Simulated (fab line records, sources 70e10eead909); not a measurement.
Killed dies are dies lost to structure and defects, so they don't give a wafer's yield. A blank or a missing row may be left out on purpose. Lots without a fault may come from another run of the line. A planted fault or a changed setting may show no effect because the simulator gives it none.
Which tool did it? | flow nand_harc | 12 lots, 36 wafers sampled, at 1 step of a route of 1159

WHAT THE GAUGES READ, wafer by wafer
NHARC_A_SGD_CUT_CD_MEAS_09: target cd 100 nm.
lot  | measured     | on        | cd_nm (nm)
L077 | day 14 07:55 | cd_sem-03 | 99.9 100.2 100.0
L075 | day 14 09:40 | cd_sem-03 | 100.4 100.1 100.2
L080 | day 14 21:37 | cd_sem-02 | 99.8 99.9 99.8
L081 | day 15 13:04 | cd_sem-03 | 100.8 100.2 99.8
L084 | day 16 04:46 | cd_sem-01 | 99.7 99.4 99.9
L086 | day 17 00:56 | cd_sem-01 | 100.0 100.8 100.5
L088 | day 17 09:06 | cd_sem-01 | 99.7 99.8 99.8
L085 | day 17 09:43 | cd_sem-03 | 99.8 101.3 100.9
L090 | day 17 20:52 | cd_sem-02 | 99.3 100.0 100.2
L093 | day 18 08:35 | cd_sem-01 | 99.2 99.6 99.8
L095 | day 18 22:35 | cd_sem-03 | 99.0 100.0 99.7
L096 | day 19 19:47 | cd_sem-02 | 99.5 100.0 99.8

WHICH TOOL RAN EACH LOT (tool, then ch and the chambers of the sampled wafers, then the start)
The record holds no process step before these readings.

THE ANSWER, worked out from the rows above alone
Rule: what is usual is taken from the lots themselves. Put in order of their means at a reading, lots are off if they are a third of the lots or fewer, leave a main group of 4 or more, and stand apart from it by a gap of 3 or more times the standard deviation of the main group's means; of several such gaps the widest counts. A main group whose means are all the same, to the digits that the tables above print for the reading, isn't used. A lot without any number at a reading at which 4 lots or more have one is off too. The other lots that the step has rows for count as sound.
No lot is off at any reading shown: from this, nothing can be told.

WHAT THE SIMULATOR HAD PUT IN
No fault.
